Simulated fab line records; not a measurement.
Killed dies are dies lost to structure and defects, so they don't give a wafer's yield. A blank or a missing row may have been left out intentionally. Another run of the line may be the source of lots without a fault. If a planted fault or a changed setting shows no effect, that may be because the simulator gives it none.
fab line records	flow nandHarc	part 1 of 2: steps 1 to 25 of 34
record lots=5	wafers=15	lastDay=23
route steps=1159 shown P_M0@277 P_M1@285
lots with no fault: from the same line, run without faults
startH: start of the lot's first displayed wafer, in hours after the record's first day	waitH: hours elapsed since this lot's preceding step	" the same as in the row above	L1.1+2: one row covering several wafers at once	- no value, or no start was given	* or withheld: withheld	< > ~ a bound
route shown NAME@n: names a module that has steps shown in the file, with the first one's number in the route	usual: mean/standard deviation of fault-free wafers	same: alike in all rows	chamber/n: place in a boat	sites: the reading at each site	_std_site: their standard deviation	_edge_site: outer sites' mean less inner sites'	radiusMm: for every site, how far away it sits from the centre of the wafer	mask NAME#n: copy n	behind: tool/chamber where the wafer was last shaped	hold: why the lot was held/for how many hours/how that ended	device: whichever transistor did not switch (one of n, p or np)	end of line: at the end of the route, the tests of the same wafers	a step without rows: its recipe alone	killed: dies that structure and defects cost at the first sort, which is not the same as the wafer's yield	map: dies across one wafer; x = killed, . = not, _ = none there
set.NAME: the setting the step ran with; set.NAME@STEP: the setting that earlier step ran with	model.NAME: the simulator's own value behind a step, which no gauge read
lots at selected steps of the route; one table per step, one row per wafer
services: from which hour (startH, from the record's first day; less than 0 if before it) a tool's chamber was out of use, for how many hours, and why
## steps
# step NHARC_P_M0_ANNEAL_30
# recipe tempC=225	timeS=90
# usual annealTempCMax=226.4/0.55	wafer_temp_C_max=225.98/0.26
# same timeS=90
lot.wafer	tool	chamber	startH	waitH	annealTempCMax	wafer_temp_C_max
L088.1	rtpAnneal-02	0	191.43	-	226.0	225.77
L088.3	"	0	"	"	226.2	226.29
L088.5	"	0	"	"	226.3	225.81
L089.1	rtpAnneal-01	0	212.04	0.3	227.0	225.90
L089.2	"	0	"	"	226.0	225.90
L089.3	"	0	"	"	227.0	226.15
L091.2	rtpAnneal-01	0	218.79	-	226.8	226.22
L091.4	"	0	"	"	227.0	225.86
L091.5	"	0	"	"	226.5	226.00
L090.1	rtpAnneal-02	0	219.33	-	225.8	226.12
L090.3	"	0	"	"	226.1	225.86
L090.5	"	0	"	"	226.4	225.89
L095.1	rtpAnneal-02	0	238.40	-	226.2	225.85
L095.2	"	0	"	"	225.7	226.02
L095.4	"	0	"	"	226.1	226.02
# step NHARC_P_M0_CMP_23
# recipe tOverpolishS=20	targetThkNm=117.53
# usual motorCurrentA=11.8/1.2	padLifeWafers=266/190	timeToEndpointS=30.2/2.8
lot.wafer	tool	chamber	startH	waitH	motorCurrentA	padLifeWafers	timeToEndpointS
L088.3	cmp-03	2	191.83	-	12.6	200	33.0
L088.1	"	3	"	"	10.2	201	28.8
L088.5	"	0	"	"	13.9	-	32.0
L089.2	cmp-01	3	212.38	-	12.6	150	29.0
L089.3	"	0	"	"	10.6	151	33.4
L089.1	"	1	"	"	11.9	152	25.7
L091.2	cmp-03	1	219.08	-	11.8	360	30.3
L091.4	"	2	"	"	12.4	361	29.3
L091.5	"	2	"	"	12.2	-	30.1
L090.3	cmp-01	0	219.75	-	10.8	176	33.9
L090.1	"	1	"	"	11.8	177	27.5
L090.5	"	2	"	"	12.1	-	26.7
L095.2	cmp-03	2	238.75	-	11.9	480	26.0
L095.1	"	3	"	"	10.5	481	27.7
L095.4	"	1	"	"	11.9	483	31.0
# step NHARC_P_M0_THK_MEAS_24
# recipe thkMeasGauge=xrf
# usual thkNm=118.0/1.6
lot.wafer	tool	chamber	startH	waitH	thkNm
L088.1	filmMetro-01	-	192.09	-	119.1
L088.3	"	-	"	"	120.0
L088.5	"	-	"	"	118.7
L089.1	filmMetro-02	-	212.70	-	119.0
L089.2	"	-	"	"	118.0
L089.3	"	-	"	"	119.0
L091.2	filmMetro-01	-	219.39	-	116.9
L091.4	"	-	"	"	116.9
L091.5	"	-	"	"	119.1
L090.1	filmMetro-02	-	220.01	-	116.8
L090.3	"	-	"	"	121.5
L090.5	"	-	"	"	116.8
L095.1	filmMetro-01	-	239.07	-	113.8
L095.2	"	-	"	"	114.8
L095.4	"	-	"	"	116.5
# step NHARC_P_M0_SRD_25
lot.wafer	tool	chamber	startH	waitH
L088.3+1+5	wetBench-08	5,0,2	192.13	0.0
L089.2+3+1	wetBench-08	0,4,5	212.74	0.0
L091.5+4+2	wetBench-10	4,7,0	219.43	0.0
L090.5+3+1	wetBench-08	3,4,7	220.05	0.0
L095.1+2+4	wetBench-08	1,2,3	239.12	0.0
# step NHARC_P_M0_INSPECT_27
# usual rawDefectCount=297/120
lot.wafer	tool	chamber	startH	waitH	rawDefectCount
L088.1	defectInspect-02	-	192.24	0.0	267
L088.3	"	-	"	"	269
L088.5	"	-	"	"	282
L089.1	defectInspect-02	-	212.86	0.0	334
L089.2	"	-	"	"	237
L089.3	"	-	"	"	299
L091.2	defectInspect-01	-	219.55	0.0	697
L091.4	"	-	"	"	848
L091.5	"	-	"	"	631
L090.1	defectInspect-01	-	220.16	0.0	328
L090.3	"	-	"	"	277
L090.5	"	-	"	"	351
L095.1	defectInspect-02	-	239.24	0.0	298
L095.2	"	-	"	"	323
L095.4	"	-	"	"	230
# step NHARC_P_M0_PRE_CLEAN_31
# recipe timeS=12	tempC=370	rfPowerW=300	gas=NH3
# usual heaterPowerOuterW=368/44	heaterPowerW=611/62
# same timeS=12
lot.wafer	tool	chamber	startH	waitH	heaterPowerOuterW	heaterPowerW	sinceWetCleanH
L088.3	pecvd-03	0	192.32	0.1	344	524	68
L088.1	"	1	"	"	394	643	68
L088.5	"	2	"	"	365	613	-
L089.3	pecvd-01	0	212.93	0.1	327	580	144
L089.2	"	1	"	"	371	628	144
L089.1	"	2	"	"	281	540	144
L091.2	pecvd-02	0	219.64	0.1	459	729	53
L091.4	"	1	"	"	310	569	-
L091.5	"	0	"	"	457	800	-
L090.3	pecvd-02	2	220.23	0.1	360	609	54
L090.1	"	1	"	"	338	640	54
L090.5	"	1	"	"	341	644	-
L095.1	pecvd-03	1	239.31	0.1	375	607	115
L095.2	"	2	"	"	349	614	115
L095.4	"	0	"	"	385	571	-
# step NHARC_P_M0_DEP_32
# recipe targetThkA=300	tempC=370	targetThkNm=30	pressureTorr=3	flowSccm=200	rfW=450	material=SiCN
# usual heaterPowerOuterW=326/38	heaterPowerW=554/60
lot.wafer	tool	chamber	startH	waitH	heaterPowerOuterW	heaterPowerW	sinceWetCleanH
L088.3	pecvd-03	0	192.43	0.1	347	520	68
L088.1	"	1	"	"	313	500	68
L088.5	"	2	"	"	368	638	-
L089.3	pecvd-01	0	213.01	0.1	299	544	144
L089.2	"	1	"	"	299	530	144
L089.1	"	2	"	"	221	460	144
L091.2	pecvd-02	0	219.78	0.1	369	631	53
L091.4	"	1	"	"	257	526	-
L091.5	"	0	"	"	371	611	-
L090.3	pecvd-02	2	220.31	0.1	370	610	54
L090.1	"	1	"	"	294	576	54
L090.5	"	1	"	"	293	568	-
L095.1	pecvd-03	1	239.39	0.1	359	564	115
L095.2	"	2	"	"	309	555	115
L095.4	"	0	"	"	315	467	-
# step NHARC_P_M1_DEP_00
# recipe targetThkA=1825	targetThkNm=182.5	tempC=withheld	pressureTorr=5	flowSccm=200	rfW=600	material=SiOC
lot.wafer	tool	chamber	startH	waitH	sinceWetCleanH
L088.1	pecvd-01	0	192.89	-	124
L088.3	"	1	"	"	124
L088.5	"	1	"	"	-
L089.3	pecvd-02	1	213.42	-	47
L089.2	"	2	"	"	47
L089.1	"	0	"	"	47
L091.2	pecvd-01	2	220.15	-	151
L091.4	"	1	"	"	-
L091.5	"	2	"	"	-
L090.1	pecvd-01	1	220.75	-	152
L090.3	"	2	"	"	152
L090.5	"	2	"	"	-
L095.2	pecvd-02	1	239.86	-	73
L095.1	"	2	"	"	74
L095.4	"	1	"	"	-
# step NHARC_P_M1_DEHYDRATE_01
# recipe tempC=150	timeS=120
# same timeS=120
lot.wafer	tool	chamber	startH	waitH
L088.1+3+5	lithoTrack-06	0	193.25	-
L089.1+2+3	lithoTrack-01	0	213.82	-
L091.2+4+5	lithoTrack-01	0	220.51	-
L090.1+3+5	lithoTrack-06	0	221.16	-
L095.1+2+4	lithoTrack-01	0	240.29	-
# step NHARC_P_M1_HMDS_02
# recipe timeS=30
# same timeS=30
lot.wafer	tool	chamber	startH	waitH
L088.1+3+5	lithoTrack-06	0	-	-
L089.1+2+3	lithoTrack-01	0	-	-
L091.2+4+5	lithoTrack-01	0	-	-
L090.1+3+5	lithoTrack-06	0	-	-
L095.1+2+4	lithoTrack-01	0	-	-
# step NHARC_P_M1_COAT_34
# recipe tempC=200	timeS=65
# same timeS=65
lot.wafer	tool	chamber	startH	waitH
L088.1+3+5	lithoTrack-06	0	-	-
L089.1+2+3	lithoTrack-01	0	-	-
L091.2+4+5	lithoTrack-01	0	-	-
L090.1+3+5	lithoTrack-06	0	-	-
L095.1+2+4	lithoTrack-01	0	-	-
# step NHARC_P_M1_COAT_03
# recipe spinRpm=1500	resistThkNm=90
lot.wafer	tool	chamber	startH	waitH
L088.1+3+5	lithoTrack-06	0	-	-
L089.1+2+3	lithoTrack-01	0	-	-
L091.2+4+5	lithoTrack-01	0	-	-
L090.1+3+5	lithoTrack-06	0	-	-
L095.1+2+4	lithoTrack-01	0	-	-
# step NHARC_P_M1_SOFTBAKE_04
# recipe tempC=105	timeS=55
# same timeS=55
lot.wafer	tool	chamber	startH	waitH
L088.1+3+5	lithoTrack-06	0	-	-
L089.1+2+3	lithoTrack-01	0	-	-
L091.2+4+5	lithoTrack-01	0	-	-
L090.1+3+5	lithoTrack-06	0	-	-
L095.1+2+4	lithoTrack-01	0	-	-
# step NHARC_P_M1_EBR_05
lot.wafer	tool	chamber	startH	waitH
L088.1+3+5	lithoTrack-06	0	-	-
L089.1+2+3	lithoTrack-01	0	-	-
L091.2+4+5	lithoTrack-01	0	-	-
L090.1+3+5	lithoTrack-06	0	-	-
L095.1+2+4	lithoTrack-01	0	-	-
# step NHARC_P_M1_EXPOSE_06
# recipe na=1.35	targetCdNm=130	doseMj=81.88	maskId=P_M1
lot.wafer	tool	chamber	startH	waitH	mask
L088.1+3+5	arfiScanner-03	0	193.54	-	P_M1#0
L089.1+2+3	arfiScanner-01	0	214.11	-	P_M1#0
L091.2+4+5	arfiScanner-02	0	220.80	-	P_M1#0
L090.1+3+5	arfiScanner-01	0	221.44	-	P_M1#0
L095.1+2+4	arfiScanner-03	0	240.58	-	P_M1#0
# step NHARC_P_M1_PEB_07
# recipe pebTempC=100	pebTimeS=65
lot.wafer	tool	chamber	startH	waitH
L088.1+3+5	lithoTrack-01	0	193.60	0.1
L089.1+2+3	lithoTrack-06	0	214.17	0.1
L091.2+4+5	lithoTrack-04	0	220.86	0.1
L090.1+3+5	lithoTrack-01	0	221.50	0.1
L095.1+2+4	lithoTrack-01	0	240.64	0.1
# step NHARC_P_M1_DEVELOP_08
# recipe developTimeS=35	devTempC=23
# usual developerTempC=22.98/0.098
lot.wafer	tool	chamber	startH	waitH	developerTempC
L088.1	lithoTrack-01	0	-	-	22.93
L088.3	"	0	"	"	22.97
L088.5	"	0	"	"	22.87
L089.1	lithoTrack-06	0	-	-	22.84
L089.2	"	0	"	"	23.07
L089.3	"	0	"	"	22.94
L091.2	lithoTrack-04	0	-	-	22.93
L091.4	"	0	"	"	22.92
L091.5	"	0	"	"	22.93
L090.1	lithoTrack-01	0	-	-	23.11
L090.3	"	0	"	"	22.97
L090.5	"	0	"	"	22.89
L095.1	lithoTrack-01	0	-	-	23.08
L095.2	"	0	"	"	22.94
L095.4	"	0	"	"	23.10
# step NHARC_P_M1_CD_MEAS_09
# recipe targetCdNm=130	landingEnergyEv=500
# usual cdNm=130.1/0.69
lot.wafer	tool	chamber	startH	waitH	cdNm
L088.1	cdSem-03	0	193.68	-	129.8
L088.3	"	0	"	"	130.2
L088.5	"	0	"	"	129.7
L089.1	cdSem-01	0	214.25	-	130.4
L089.2	"	0	"	"	131.3
L089.3	"	0	"	"	130.5
L091.2	cdSem-01	0	220.94	-	130.1
L091.4	"	0	"	"	130.2
L091.5	"	0	"	"	129.7
L090.1	cdSem-03	0	221.58	-	129.0
L090.3	"	0	"	"	128.9
L090.5	"	0	"	"	128.1
L095.1	cdSem-02	0	240.72	-	128.9
L095.2	"	0	"	"	128.7
L095.4	"	0	"	"	129.4
# step NHARC_P_M1_OVL_MEAS_10
# recipe pitchNm=260
# usual overlayXNm=-0.1/0.64	overlayYNm=0.1/0.97
lot.wafer	tool	chamber	startH	waitH	overlayXNm	overlayYNm
L088.1	overlay-02	-	193.77	-	-1.0	0.2
L088.3	"	-	"	"	-0.9	-0.6
L088.5	"	-	"	"	-1.0	-0.2
L089.1	overlay-01	-	214.34	-	1.0	-1.4
L089.2	"	-	"	"	0.6	-0.9
L089.3	"	-	"	"	0.8	-1.7
L091.2	overlay-02	-	221.03	-	-0.2	-0.5
L091.4	"	-	"	"	-0.2	-0.9
L091.5	"	-	"	"	-0.2	-0.2
L090.1	overlay-01	-	221.67	-	-1.3	0.5
L090.3	"	-	"	"	-0.1	0.0
L090.5	"	-	"	"	0.2	0.5
L095.1	overlay-02	-	240.81	-	-0.9	-0.7
L095.2	"	-	"	"	-0.3	-0.8
L095.4	"	-	"	"	-0.9	-1.4
# step NHARC_P_M1_INSPECT_11
# usual rawDefectCount=4.3/2.3
lot.wafer	tool	chamber	startH	waitH	rawDefectCount
L088.1	defectInspect-01	-	193.80	0.0	4
L088.3	"	-	"	"	0
L088.5	"	-	"	"	6
L089.1	defectInspect-02	-	214.38	0.0	2
L089.2	"	-	"	"	2
L089.3	"	-	"	"	1
L091.2	defectInspect-02	-	221.06	0.0	4
L091.4	"	-	"	"	1
L091.5	"	-	"	"	5
L090.1	defectInspect-02	-	221.71	0.0	0
L090.3	"	-	"	"	2
L090.5	"	-	"	"	4
L095.1	defectInspect-01	-	240.85	0.0	9
L095.2	"	-	"	"	5
L095.4	"	-	"	"	5
# step NHARC_P_M1_DESCUM_14
# recipe timeS=3	o2FlowSccm=200	arFlowSccm=0	biasPowerW=0	chemistry=O2
# usual drypumpMotorCurrentA=5.6/0.34	oesProductAu=1.003/0.01	rfVppV=58.0/0.88	showerheadPlenumPTorr=1.94/0.079	throttleValvePct=11.310/0.0088
# same timeS=3
lot.wafer	tool	chamber	startH	waitH	drypumpMotorCurrentA	oesProductAu	rfHoursCounterH	rfVppV	showerheadPlenumPTorr	throttleValvePct
L088.1	rieDiel-04	1	193.90	0.1	5.9	1.005	4.0	58.2	2.06	11.303
L088.3	"	2	"	"	5.5	0.993	3.9	57.6	1.95	11.324
L088.5	"	1	"	"	5.9	1.005	-	58.5	2.06	11.323
L089.3	rieDiel-10	2	214.45	0.1	5.3	0.996	2.4	58.9	1.89	11.311
L089.2	"	3	"	"	5.5	1.018	1.8	56.8	1.84	11.304
L089.1	"	0	"	"	5.5	1.005	1.4	56.7	1.88	11.325
L091.2	rieDiel-11	0	221.14	0.1	5.8	0.996	0.4	58.5	1.89	11.310
L091.4	"	1	"	"	5.5	1.009	0.3	56.2	1.79	11.306
L091.5	"	2	"	"	5.6	1.001	-	59.4	1.99	11.319
L090.1	rieDiel-10	3	221.77	0.1	5.5	1.018	2.2	58.0	1.84	11.294
L090.3	"	2	"	"	5.3	1.002	2.9	58.1	1.89	11.305
L090.5	"	3	"	"	5.5	1.018	-	58.0	1.84	11.305
L095.2	rieDiel-11	3	240.91	0.1	5.0	0.982	0.9	56.7	1.94	11.309
L095.4	"	0	"	"	5.7	0.993	0.9	58.9	1.89	11.308
L095.1	"	1	"	"	5.5	1.002	0.9	58.3	1.79	11.306
# step NHARC_P_M1_ETCH_35
# recipe targetDepthA=400	overetchA=120	timeS=43.94	ionEnergyEv=200	n2FlowSccm=150	h2FlowSccm=150	arFlowSccm=0	rfW=400	biasW=150	chemistry=N2/H2
# usual drypumpMotorCurrentA=5.6/0.34	h2FlowSccm=150.0/0.43	n2FlowSccm=149.9/0.47	oesProductAu=1.002/0.01	rfVppV=431.3/2.5	showerheadPlenumPTorr=2.07/0.086	throttleValvePct=14.171/0.01
# same timeS=43.94
lot.wafer	tool	chamber	startH	waitH	drypumpMotorCurrentA	h2FlowSccm	n2FlowSccm	oesProductAu	rfHoursCounterH	rfVppV	showerheadPlenumPTorr	throttleValvePct
L088.3	rieDiel-04	3	194.81	0.9	6.4	150.1	149.6	1.013	5.2	432.3	2.14	14.163
L088.1	"	0	"	"	5.6	150.5	150.1	0.996	5.1	432.9	2.17	14.153
L088.5	"	3	"	"	6.4	150.2	149.1	1.012	-	434.4	2.14	14.163
L089.2	rieDiel-10	0	214.52	0.1	5.4	149.6	149.8	1.001	1.4	431.3	2.01	14.172
L089.3	"	2	"	"	5.3	150.4	150.1	0.994	2.4	429.8	2.01	14.168
L089.1	"	3	"	"	5.5	149.5	149.5	1.017	1.8	429.8	1.96	14.162
L091.4	rieDiel-11	2	221.22	0.1	5.6	149.8	150.2	1.008	0.4	432.5	2.12	14.168
L091.2	"	3	"	"	5.1	150.1	149.7	0.980	0.4	431.3	2.07	14.169
L091.5	"	1	"	"	5.5	149.9	149.6	1.005	-	427.6	1.90	14.160
L090.1	rieDiel-10	1	221.86	0.1	5.1	150.3	150.4	1.018	2.8	432.5	2.16	14.181
L090.3	"	2	"	"	5.3	149.8	149.7	0.987	2.9	429.7	2.01	14.175
L090.5	"	1	"	"	5.1	150.9	149.3	1.020	-	433.6	2.16	14.168
L095.2	rieDiel-11	0	240.99	0.1	5.8	150.2	150.1	0.992	0.9	430.9	2.01	14.161
L095.4	"	1	"	"	5.5	150.6	150.1	1.003	0.9	426.6	1.91	14.167
L095.1	"	2	"	"	5.6	149.8	149.2	1.012	0.9	432.6	2.12	14.174
# step NHARC_P_M1_ETCH_15
# recipe targetDepthA=1825	timeS=91.2	c4f8FlowSccm=withheld	arFlowSccm=400	rfW=600	biasW=300	chemistry=C4F8/Ar
# usual oesProductAu=0.957/0.023	rfVppV=441.7/2.6
# same timeS=91.2
lot.wafer	tool	chamber	startH	waitH	oesProductAu	rfHoursCounterH	rfVppV
L088.1	rieDiel-04	0	-	-	0.907	5.1	443.4
L088.3	"	2	"	"	0.923	4.4	442.0
L088.5	"	0	"	"	0.919	-	444.4
L089.2	rieDiel-10	1	-	-	0.978	2.1	445.8
L089.1	"	2	"	"	0.953	2.4	439.2
L089.3	"	3	"	"	0.975	1.8	439.8
L091.2	rieDiel-11	1	-	-	0.976	0.4	437.0
L091.4	"	3	"	"	0.951	0.4	443.8
L091.5	"	2	"	"	0.966	-	442.7
L090.1	rieDiel-10	1	-	-	0.995	2.8	443.6
L090.3	"	2	"	"	0.977	2.9	440.0
L090.5	"	0	"	"	0.965	-	439.0
L095.1	rieDiel-11	2	-	-	0.982	0.9	443.1
L095.2	"	3	"	"	0.956	0.9	441.1
L095.4	"	1	"	"	0.981	0.9	438.0
# step NHARC_P_M1_CD_MEAS_16
# usual cdNm=130.2/0.85
lot.wafer	tool	chamber	startH	waitH	cdNm
L088.1	cdSem-01	-	195.03	-	129.8
L088.3	"	-	"	"	130.1
L088.5	"	-	"	"	129.6
L089.1	cdSem-03	-	214.75	-	130.7
L089.2	"	-	"	"	131.1
L089.3	"	-	"	"	130.2
L091.2	cdSem-02	-	221.44	-	130.8
L091.4	"	-	"	"	131.2
L091.5	"	-	"	"	130.5
L090.1	cdSem-03	-	222.07	-	129.4
L090.3	"	-	"	"	128.6
L090.5	"	-	"	"	128.8
L095.1	cdSem-03	-	241.21	-	129.9
L095.2	"	-	"	"	129.2
L095.4	"	-	"	"	129.9
# step NHARC_P_M1_STRIP_18
# recipe powerW=1000	n2FlowSccm=150	h2FlowSccm=150	arFlowSccm=0	biasW=0	chemistry=N2/H2
# usual drypumpMotorCurrentA=5.6/0.34	h2FlowSccm=150.0/0.45	n2FlowSccm=150.0/0.39	oesProductAu=1.003/0.0096	powerW=999.8/2.9	rfVppV=90.9/1	showerheadPlenumPTorr=2.08/0.088	throttleValvePct=14.171/0.0089
lot.wafer	tool	chamber	startH	waitH	drypumpMotorCurrentA	h2FlowSccm	n2FlowSccm	oesProductAu	powerW	rfHoursCounterH	rfVppV	showerheadPlenumPTorr	throttleValvePct
L088.3	rieDiel-10	1	195.10	0.1	5.2	150.1	150.1	1.023	1000.8	0.9	91.4	2.16	14.175
L088.1	"	3	"	"	5.5	150.1	150.2	1.016	997.7	0.7	90.5	1.96	14.159
L088.5	"	1	"	"	5.2	150.1	149.7	1.013	1000.0	-	91.0	2.16	14.190
L089.2	rieDiel-04	2	214.83	0.1	5.5	150.5	150.6	0.993	999.6	5.6	91.0	2.08	14.166
L089.1	"	3	"	"	6.4	150.1	150.4	0.992	999.1	6.2	90.7	2.14	14.164
L089.3	"	0	"	"	5.6	149.7	150.7	1.000	1001.0	6.4	90.7	2.17	14.159
L091.2	rieDiel-04	2	221.56	0.1	5.5	150.0	150.0	1.000	1006.2	6.6	90.5	2.08	14.179
L091.4	"	3	"	"	6.4	149.6	150.1	1.001	994.1	7.4	91.3	2.14	14.167
L091.5	"	1	"	"	6.0	149.6	149.6	0.997	1000.4	-	92.2	2.20	14.160
L090.1	rieDiel-04	1	222.15	0.1	6.0	149.8	150.3	1.009	1003.4	6.6	91.8	2.20	14.164
L090.3	"	0	"	"	5.6	149.5	149.7	0.997	995.3	7.4	91.7	2.17	14.169
L090.5	"	1	"	"	6.0	149.9	150.3	0.998	1003.4	-	92.5	2.20	14.166
L095.1	rieDiel-04	2	241.31	0.1	5.5	149.5	150.0	1.006	999.0	8.1	91.7	2.08	14.178
L095.2	"	3	"	"	6.4	149.7	150.6	1.009	999.6	9.0	92.2	2.14	14.158
L095.4	"	0	"	"	5.6	150.4	149.8	1.008	1000.0	8.6	90.4	2.16	14.179
